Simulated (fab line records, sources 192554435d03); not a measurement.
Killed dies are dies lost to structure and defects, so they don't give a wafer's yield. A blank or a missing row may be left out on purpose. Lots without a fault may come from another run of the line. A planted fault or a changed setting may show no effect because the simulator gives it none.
A struck lot beside a sound one | flow n5_finfet | 20 steps out of a route of 1938
Sound: wafers L162.1, L162.2, L162.5. Struck: wafers L177.2, L177.5, L177.6. The cause comes at the end.
At each step with rows: each side's tool, then ch and its chambers, then its first start. Under that, the readings that differ: sound wafers | struck wafers | difference of the means | sigmas: that difference in standard deviations of wafers without a fault.
alike: readings whose means differ by less than 2 such deviations, and words and numbers that are the same on both sides. not compared: withheld readings, readings that some wafer has no value for, bounds like >300 that may hide the same value, and numbers for which the record gives no deviation and whose values overlap.
The two part at a step that has a row with sigmas, a row that says differs or no value, or rows on one side only. Numbers that don't overlap but have no deviation are shown without sigmas and don't part them. A reading that every wafer of one side lacks parts them only if that side has two wafers or more.

N5_BEOL_M1_RS_MEAS_58: measures by four-point-probe.
  sound on film_metro-02, day 7 07:14; struck on film_metro-01, day 10 18:27
  reading        | sound          | struck         | difference | sigmas
  M1_RS (ohm/sq) | 0.77 0.79 0.68 | 0.64 0.64 0.66 | -0.10      | -3
N5_BEOL_M1_INSPECT_59: inspects for defects (darkfield).
  sound on defect_inspect-01, day 7 07:16; struck on defect_inspect-02, day 10 18:29
  alike: raw_defect_count
N5_BEOL_M2_ILD_DEP_00: deposits SiOC from DEMS/O2, target thk 79 nm, time 15.3 s.
  sound on pecvd-01 ch 0,2, day 7 07:19; struck on pecvd-04 ch 1,2, day 10 18:31
  alike: heater_power_w, showerhead_plenum_p_Torr, throttle_valve_pct
N5_BEOL_M2_THK_MEAS_01:
  sound on film_metro-02, day 7 07:23; struck on film_metro-01, day 10 18:35
  alike: M2_ILD_THK
N5_BEOL_M2_PECVD_72: deposits SiO2 from TEOS/O2, target thk 16 nm, time 18 s.
  sound on pecvd-01 ch 0,2, day 7 07:26; struck on pecvd-02 ch 1,2, day 10 18:37
  alike: heater_power_w, showerhead_plenum_p_Torr, throttle_valve_pct
N5_BEOL_M2_HM_DEP_02: deposits TiN, target thk 20 nm.
  sound on pvd_sputter-01, day 7 07:30; struck on pvd_sputter-01, day 10 18:50
  alike: throttle_valve_pct
then, 6 steps without rows for these wafers: N5_BEOL_M2_COAT_61 (time 60 s, resist thk 60 nm); N5_BEOL_M2_COAT_62 (time 60 s, resist thk 12 nm); N5_BEOL_M2_COAT_73 (time 60 s, resist thk 5 nm); N5_BEOL_M2_COAT_05 (resist thk 30 nm); N5_BEOL_M2_EBR_07; N5_BEOL_M2_SOFTBAKE_06 (time 60 s).
N5_BEOL_M2_EXPOSE_08: exposes mask M2.
  sound on euv_scanner-02 ch 0, day 7 07:46; struck on euv_scanner-02 ch 0, day 10 19:06
  reading                         | sound | struck      | difference | sigmas
  model.BEOL_M2.overlay_x_nm (nm) | 0 0 0 | 4.2 4.2 4.2 | +4.2       |
  alike: mask
then, 2 steps without rows for these wafers: N5_BEOL_M2_PEB_09 (peb time 60 s); N5_BEOL_M2_DEVELOP_10 (develop time 30 s).
N5_BEOL_M2_CD_MEAS_11: target cd 16.79 nm.
  sound on cd_sem-02 ch 0, day 7 07:54; struck on cd_sem-01 ch 0, day 10 19:13
  alike: cd_nm
N5_BEOL_M2_OVL_MEAS_12:
  sound on overlay-01 ch 0, day 7 07:56; struck on overlay-01 ch 0, day 10 19:16
  reading     | sound        | struck      | difference | sigmas
  M2_OVL (nm) | 0.3 0.8 -0.3 | 5.2 4.7 4.9 | +4.7       | +7
N5_BEOL_M2_INSPECT_13: inspects for defects (brightfield).
  sound on defect_inspect-01, day 7 07:59; struck on defect_inspect-02, day 10 19:19
  alike: raw_defect_count
N5_BEOL_M4_RC_MEAS_101:
  sound on prober-02 ch 0, day 8 17:44; struck on prober-02 ch 0, day 12 07:05
  alike: DIBL_N, DIBL_P, IOFF_N, IOFF_P, ION_N, ION_P, SS_N, SS_P, VT_N, VT_P
-- the record jumps here: 4 days lie between the struck wafers' starts before and after (it left off in module BEOL_M4 and takes up again in module PASSIVATION, whose first step shown is number 1936 of the route) --
N5_PASSIVATION_PROBE_49:
  the record has rows for the struck wafers here (prober-01, day 16 14:29) and none for the sound ones

WHERE THEY PART
First at N5_BEOL_M1_RS_MEAS_58; last, within this record, at N5_PASSIVATION_PROBE_49.

WHY: what the simulator had put in
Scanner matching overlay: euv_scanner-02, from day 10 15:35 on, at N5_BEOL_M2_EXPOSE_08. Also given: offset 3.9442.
